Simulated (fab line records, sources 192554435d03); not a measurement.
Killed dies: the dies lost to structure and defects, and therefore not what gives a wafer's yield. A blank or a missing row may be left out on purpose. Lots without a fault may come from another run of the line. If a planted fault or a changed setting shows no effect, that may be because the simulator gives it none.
2 desks looking at one fault :: flow n5Finfet :: only its own numbers are on each desk; what lay behind them is given at the end

== FROM THE METROLOGY DESK ==
What the gauges read for every lot (on any tool): the sampled wafers with a number, averaged. Any lot whose mean is over 4 standard deviations away from the usual mean is out of limits and marked OUT; that distance is given in the brackets. It has 12 readings; the 7 that lie furthest out on some lot are the ones shown.
Columns: A = DIBL_P at N5_BEOL_M4_RC_MEAS_101, usual 37.0 mV/V; B = IOFF_P at N5_BEOL_M4_RC_MEAS_101, usual 0.23 nA/um; C = ION_P at N5_BEOL_M4_RC_MEAS_101, usual 466 uA/um; D = SS_N at N5_BEOL_M4_RC_MEAS_101, usual 71.7 mV/dec; E = SS_P at N5_BEOL_M4_RC_MEAS_101, usual 73.5 mV/dec; F = VT_N_LONG at N5_BEOL_M4_RC_MEAS_101, usual 274.8 mV; G = VT_P at N5_BEOL_M4_RC_MEAS_101, usual -249 mV
lot: L519
first seen here: day 9 05:19
A: 36.9
B: 0.19
C: 460
D: 71.2
E: 73.3
F: 273.8
G: -252

lot: L524
first seen here: day 10 08:55
A: 39.3
B: 0.24
C: 468
D: 71.6
E: 73.5
F: 273.5
G: -249

lot: L525
first seen here: day 10 14:50
A: 36.8
B: 0.25
C: 465
D: 71.7
E: 73.5
F: 274.4
G: -247

lot: L533
first seen here: day 11 20:40
A: 35.3
B: 0.24
C: 469
D: 71.8
E: 72.8
F: 274.2
G: -248
Result from this desk: across the 4 lots, nothing is out of limits.

== TOOL OWNER'S DESK, rieSi-05 ==
The tool's own readings at N5_STI_FIN_REVEAL_ETCH_34 (etches Si in H2, material Si, target depth 0.97 nm): means of the sampled wafers that have a number, for each lot that ran on this tool. Any lot whose mean is over 4 standard deviations away from the usual mean is out of limits and marked OUT; that distance is given in the brackets.
Columns: A = drypumpMotorCurrentA at N5_STI_FIN_REVEAL_ETCH_34, usual 5.59 A; B = oesProductAu at N5_STI_FIN_REVEAL_ETCH_34, usual 0.994 a.u.; C = throttleValvePct at N5_STI_FIN_REVEAL_ETCH_34, usual 25.9 %
lot: L519
first seen here: day 3 06:57
A: 5.58
B: 0.994
C: 25.3

lot: L524
first seen here: day 4 14:59
A: 5.69
B: 0.945
C: 25.9

lot: L525
first seen here: day 4 18:37
A: 5.51
B: 0.941
C: 25.2
Result from this desk: across the 3 lots, nothing is out of limits.

== PUT TOGETHER ==
At the metrology desk, nothing out of limits was observed.
Nothing out of limits was seen by the tool owner's desk.

== WHAT HAD BEEN PUT IN BY THE SIMULATOR ==
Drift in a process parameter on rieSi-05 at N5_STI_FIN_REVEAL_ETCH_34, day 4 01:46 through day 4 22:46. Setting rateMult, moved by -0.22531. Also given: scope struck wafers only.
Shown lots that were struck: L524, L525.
